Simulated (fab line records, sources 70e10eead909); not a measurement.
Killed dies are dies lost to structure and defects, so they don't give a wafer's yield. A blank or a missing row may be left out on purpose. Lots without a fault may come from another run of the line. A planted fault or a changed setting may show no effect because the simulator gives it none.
Which tool did it? | flow nand_harc | 13 lots, 39 wafers sampled, at 5 steps of a route of 1302

WHAT THE GAUGES READ, wafer by wafer
NHARC_END_SORT_01. Usual: defect_limited_yield 91.6 %, standard deviation 2.6; killed_at_array 51, standard deviation 17; killed_at_other 1.6, standard deviation 2.1; killed_at_periphery 4, standard deviation 3.2; killed_dies 57, standard deviation 18; killed_open 2.9, standard deviation 1.7; killed_short 2.3, standard deviation 1.3; sort_bin_2_pct 3.0 %, standard deviation 1.2; sort_bin_3_pct 0.7 %, standard deviation 0.43; sort_bin_4_pct 4.7 %, standard deviation 1.4; sort_n_pass 620, standard deviation 18; sort_rim_yield_pct 87 %, standard deviation 4.8; sort_yield_pct 91.6 %, standard deviation 2.6.
lot  | measured     | on        | defect_limited_yield (%) | killed_at_array | killed_at_other | killed_at_periphery | killed_dies | killed_open | killed_short | sort_bin_2_pct (%) | sort_bin_3_pct (%) | sort_bin_4_pct (%) | sort_n_pass | sort_rim_yield_pct (%) | sort_yield_pct (%) | flag
L604 | day 27 15:55 | prober-02 | 92.3 65.9 63.2           | 47 228 247      | 0 2 0           | 5 1 2               | 52 231 249  | 2 1 3       | 4 2 0        | 2.7 10.9 11.7      | 0.7 1.8 2.4        | 4.3 21.4 22.7      | 625 446 428 | 92 64 68               | 92.3 65.9 63.2     | OFF
L606 | day 29 03:49 | prober-02 | 62.3 90.0 60.4           | 241 55 254      | 2 0 4           | 12 13 10            | 255 68 268  | 3 2 3       | 3 3 2        | 10.6 3.5 12.4      | 3.2 0.1 2.7        | 23.8 6.4 24.5      | 422 609 409 | 58 85 65               | 62.3 90.0 60.4     | OFF
L617 | day 33 05:20 | prober-02 | 90.4 91.7 92.3           | 53 53 42        | 10 2 8          | 2 1 2               | 65 56 52    | 6 4 4       | 4 1 1        | 4.1 3.1 3.2        | 0.9 0.7 0.4        | 4.6 4.4 4.0        | 612 621 625 | 82 84 92               | 90.4 91.7 92.3     |
L618 | day 33 13:57 | prober-02 | 92.9 93.9 93.8           | 36 32 35        | 0 0 0           | 12 9 7              | 48 41 42    | 2 3 0       | 3 1 1        | 1.9 1.0 1.8        | 0.3 0.3 0.3        | 4.9 4.7 4.1        | 629 636 635 | 91 92 95               | 92.9 93.9 93.8     |

WHICH TOOL RAN EACH LOT (tool, then ch and the chambers of the sampled wafers, then the start)
lot  | NHARC_A_M0_ECD_22              | NHARC_THIN_TSV_STRIP_45              | NHARC_THIN_TSV_DEGAS_49      | NHARC_THIN_TSV_ANNEAL_52
L597 | ecd_cu-02 ch 0,1, day 22 22:17 | plasma_asher-01 ch 0,1, day 24 01:22 | pvd_sputter-01, day 24 03:23 | rtp_anneal-01 ch 0, day 24 04:35
L598 | ecd_cu-02 ch 0,1, day 23 10:00 | plasma_asher-01 ch 0,1, day 24 09:16 | pvd_sputter-01, day 24 10:58 | rtp_anneal-01 ch 0, day 24 12:11
L600 | ecd_cu-02 ch 0,1, day 23 15:38 | plasma_asher-02 ch 0,1, day 24 17:13 | pvd_sputter-01, day 24 18:57 | rtp_anneal-01 ch 0, day 24 20:08
L599 | ecd_cu-01 ch 0,1, day 23 22:25 | plasma_asher-01 ch 0, day 24 22:20   | pvd_sputter-02, day 25 00:03 | rtp_anneal-01 ch 0, day 25 01:16
L604 | ecd_cu-01 ch 0,1, day 26 01:05 | plasma_asher-02 ch 0,1, day 26 22:58 | pvd_sputter-03, day 27 00:36 | rtp_anneal-02 ch 0, day 27 01:53
L606 | ecd_cu-01 ch 0,1, day 27 13:39 | plasma_asher-01 ch 0,1, day 28 12:04 | pvd_sputter-02, day 28 13:49 | rtp_anneal-02 ch 0, day 28 15:02
L614 | ecd_cu-02 ch 0,1, day 28 20:20 | plasma_asher-02 ch 1, day 29 21:06   | pvd_sputter-01, day 29 22:56 | rtp_anneal-02 ch 0, day 30 00:08
L615 | ecd_cu-02 ch 0,1, day 29 21:52 | plasma_asher-01 ch 0,1, day 30 21:19 | pvd_sputter-01, day 30 22:58 | rtp_anneal-01 ch 0, day 31 00:15
L616 | ecd_cu-02 ch 0,1, day 31 03:45 | plasma_asher-02 ch 0,1, day 32 03:49 | pvd_sputter-02, day 32 05:33 | rtp_anneal-01 ch 0, day 32 07:02
L617 | ecd_cu-02 ch 0,1, day 31 12:29 | plasma_asher-01 ch 0,1, day 32 14:17 | pvd_sputter-01, day 32 16:05 | rtp_anneal-01 ch 0, day 32 17:19
L619 | ecd_cu-01 ch 0,1, day 31 17:36 | plasma_asher-01 ch 0,1, day 32 15:46 | pvd_sputter-02, day 32 17:27 | rtp_anneal-01 ch 0, day 32 18:40
L618 | ecd_cu-01 ch 0,1, day 31 19:03 | plasma_asher-01 ch 0,1, day 32 19:11 | pvd_sputter-03, day 32 20:47 | rtp_anneal-02 ch 0, day 32 22:15
L620 | ecd_cu-01 ch 0,1, day 31 22:22 | plasma_asher-01 ch 0,1, day 32 20:25 | pvd_sputter-02, day 32 22:10 | rtp_anneal-02 ch 0, day 32 23:23
- NHARC_A_M0_ECD_22: material Cu, target thk 400 nm.
- NHARC_THIN_TSV_STRIP_45: strips in O2.
- NHARC_THIN_TSV_DEGAS_49: time 120 s.
- NHARC_THIN_TSV_ANNEAL_52: time 90 s.

WHAT THE TOOLS THEMSELVES READ (means of the sampled wafers that have a number; where no wafer has one, the mark that the record gives instead)
NHARC_THIN_TSV_STRIP_45. Usual: drypump_motor_current_A 5.5 A, standard deviation 0.37; heater_power_w 320 W, standard deviation 13.
lot  | tool            | drypump_motor_current_A (A) | heater_power_w (W) | flag
L597 | plasma_asher-01 | 5.9                         | 329                |
L598 | plasma_asher-01 | 5.7                         | 319                |
L600 | plasma_asher-02 | 5.2                         | 318                |
L599 | plasma_asher-01 | 6.1                         | 328                |
L604 | plasma_asher-02 | 5.4                         | 317                |
L606 | plasma_asher-01 | 5.6                         | 328                |
L614 | plasma_asher-02 | 5.1                         | 301                |
L615 | plasma_asher-01 | 5.6                         | 331                |
L616 | plasma_asher-02 | 5.2                         | 308                |
L617 | plasma_asher-01 | 5.9                         | 331                |
L619 | plasma_asher-01 | 5.6                         | 329                |
L618 | plasma_asher-01 | 5.9                         | 330                |
L620 | plasma_asher-01 | 5.7                         | 322                |

NHARC_THIN_TSV_DEGAS_49. Usual: heater_power_w 455 W, standard deviation 51.
lot  | tool           | heater_power_w (W) | flag
L597 | pvd_sputter-01 | 444                |
L598 | pvd_sputter-01 | 443                |
L600 | pvd_sputter-01 | 424                |
L599 | pvd_sputter-02 | 508                |
L604 | pvd_sputter-03 | 490                |
L606 | pvd_sputter-02 | 508                |
L614 | pvd_sputter-01 | 395                |
L615 | pvd_sputter-01 | 372                |
L616 | pvd_sputter-02 | 519                |
L617 | pvd_sputter-01 | 402                |
L619 | pvd_sputter-02 | 476                |
L618 | pvd_sputter-03 | 500                |
L620 | pvd_sputter-02 | 494                |

NHARC_THIN_TSV_ANNEAL_52. Usual: wafer_temp_C_max 225.8, standard deviation 0.39.
lot  | tool          | wafer_temp_C_max | flag
L597 | rtp_anneal-01 | 225.2            |
L598 | rtp_anneal-01 | 225.4            |
L600 | rtp_anneal-01 | 225.3            |
L599 | rtp_anneal-01 | 225.5            |
L604 | rtp_anneal-02 | 226.2            |
L606 | rtp_anneal-02 | 226.2            |
L614 | rtp_anneal-02 | 226.0            |
L615 | rtp_anneal-01 | 225.5            |
L616 | rtp_anneal-01 | 225.5            |
L617 | rtp_anneal-01 | 225.6            |
L619 | rtp_anneal-01 | 225.5            |
L618 | rtp_anneal-02 | 226.0            |
L620 | rtp_anneal-02 | 226.1            |

THE ANSWER, worked out from the rows above alone
Rule: a lot is off if the mean of its wafers that have a number lies more than 3 standard deviations from the usual mean. A lot without any number at a reading at which 4 lots or more have one is off too. The other lots that the step has rows for count as sound. The gauges are gone through in route order, then the tools' own readings, and for those a lot's mean is taken as printed above. The first step at which some lot is off is used, and at that step the reading that is off furthest; a lot without a number counts as furthest.
Off: L604, L606, at NHARC_END_SORT_01 (sort_bin_4_pct). Neither off nor sound, because the step has no rows for them: L597, L598, L600, L599, L614, L615, L616, L619, L620.
A tool fits if, at a process step before that reading, it ran every lot that is off, and no sound lot after the first of them. The gauges at NHARC_END_SORT_01 are tried like those tools. None of those tried fits.

WHAT THE SIMULATOR HAD PUT IN
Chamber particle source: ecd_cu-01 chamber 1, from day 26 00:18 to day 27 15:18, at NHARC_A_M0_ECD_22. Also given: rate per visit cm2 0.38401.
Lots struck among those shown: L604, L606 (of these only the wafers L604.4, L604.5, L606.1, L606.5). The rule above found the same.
